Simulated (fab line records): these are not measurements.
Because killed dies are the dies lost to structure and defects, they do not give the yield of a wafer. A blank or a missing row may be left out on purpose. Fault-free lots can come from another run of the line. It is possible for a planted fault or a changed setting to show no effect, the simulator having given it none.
Chamber matching ; flow nand harc ; pecvd-02 running NHARC_A_CONTACT_DEP_58: 3 sister chambers
The step deposits SiON, target thk 60 nm. 16 wafers are shown with their chamber, then 8 later ones without.

== EACH WAFER AND ITS CHAMBER ==
wafer;chamber;heater power w (W);rf fwd power W (W)
L076.1;1;721;348.2
L076.5;0;647;347.3
L076.6;2;787;348.4
L075.1;2;958;347.4
L075.2;1;778;349.1
L075.4;2;931;347.3
L081.2;2;940;350.5
L081.3;1;716;349.5
L081.4;1;728;349.4
L084.1;0;602;348.3
L084.4;0;581;347.0
L084.6;1;725;349.5
L083.2;2;912;348.4
L083.3;1;667;348.5
L083.5;1;679;348.2
L086.1;1;730;348.6

SIGNATURES (means of the wafers above)
reading;chamber 0;chamber 1;chamber 2;scatter within a chamber
heater power w;610.00;718.00;905.60;47.2
rf fwd power W;347.533;348.875;348.400;0.867
Rule: distance of a wafer from a chamber = root of the sum over the readings of ((wafer's reading minus chamber's mean) / reading's scatter) squared. The wafer belongs to the nearest chamber; if the next one is less than 2 further off, it can't be placed. How the scatter is found: for the shown wafers, subtract from each reading the mean of its chamber, square and add these, divide the total by (wafers less chambers), then take the root.

== WAFERS WITH NO CHAMBER GIVEN ==
wafer;heater power w (W);rf fwd power W (W)
L086.5;602;349.1
L086.6;738;349.0
L091.1;783;349.1
L091.3;708;350.9
L091.4;621;348.2
L095.1;780;348.7
L095.2;677;351.0
L095.4;837;349.8

== EACH ONE'S CHAMBER ==
wafer;from the rows above;in truth
L086.5;can't be placed: 0 or 1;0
L086.6;1;1
L091.1;can't be placed: 1 or 2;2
L091.3;1;1
L091.4;can't be placed: 0 or 1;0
L095.1;can't be placed: 1 or 2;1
L095.2;can't be placed: 1 or 0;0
L095.4;can't be placed: 2 or 1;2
Placed correctly: 2 of 8. From these rows, 6 cannot be placed; in 6 the true chamber is one of the candidates. Placed wrongly: 0.
